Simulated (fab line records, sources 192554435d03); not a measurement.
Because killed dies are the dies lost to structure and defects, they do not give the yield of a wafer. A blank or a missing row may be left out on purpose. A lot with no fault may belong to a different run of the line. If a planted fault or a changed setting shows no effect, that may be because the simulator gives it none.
Matching of chambers -- flow n5 finfet -- 4 sister chambers for N5_BEOL_M1_ETCHBACK_99 on rie diel-05
The step etches SiO2 in CHF3, target depth 5 nm, time 10.4 s. 4 wafers are shown with their chamber, then 9 later ones without.

## WAFERS, EACH WITH ITS CHAMBER
wafer,chamber,showerhead plenum p Torr (Torr)
L077.4,3,2.07
L080.2,0,2.04
L084.2,2,2.20
L084.5,1,2.00

## WAFERS WITHOUT THEIR CHAMBER
wafer,showerhead plenum p Torr (Torr)
L085.2,2.00
L085.4,2.07
L085.5,2.00
L090.1,2.07
L090.3,2.03
L090.6,2.03
L096.1,2.19
L096.4,2.00
L096.5,2.00

## WHICH CHAMBER EACH WENT THROUGH
wafer,from the rows above,in truth
L085.2,1,1
L085.4,3,3
L085.5,1,1
L090.1,3,3
L090.3,0,0
L090.6,0,0
L096.1,2,2
L096.4,1,1
L096.5,1,1
Correctly placed: 9 of 9. Can't be placed from these rows: 0. Number placed wrongly: 0.
How it was worked out, from the rows above alone: a wafer's distance from a chamber is the root of the sum, over the readings, of the square of ((its reading less the chamber's mean) divided by the reading's scatter). The wafer belongs to the nearest chamber; if the next one is less than 2 further off, it can't be placed. A chamber's mean is the mean of its shown wafers. The scatter: with one shown wafer a chamber, the root of the mean of the squares of how far each hidden wafer lies from its nearest shown one.
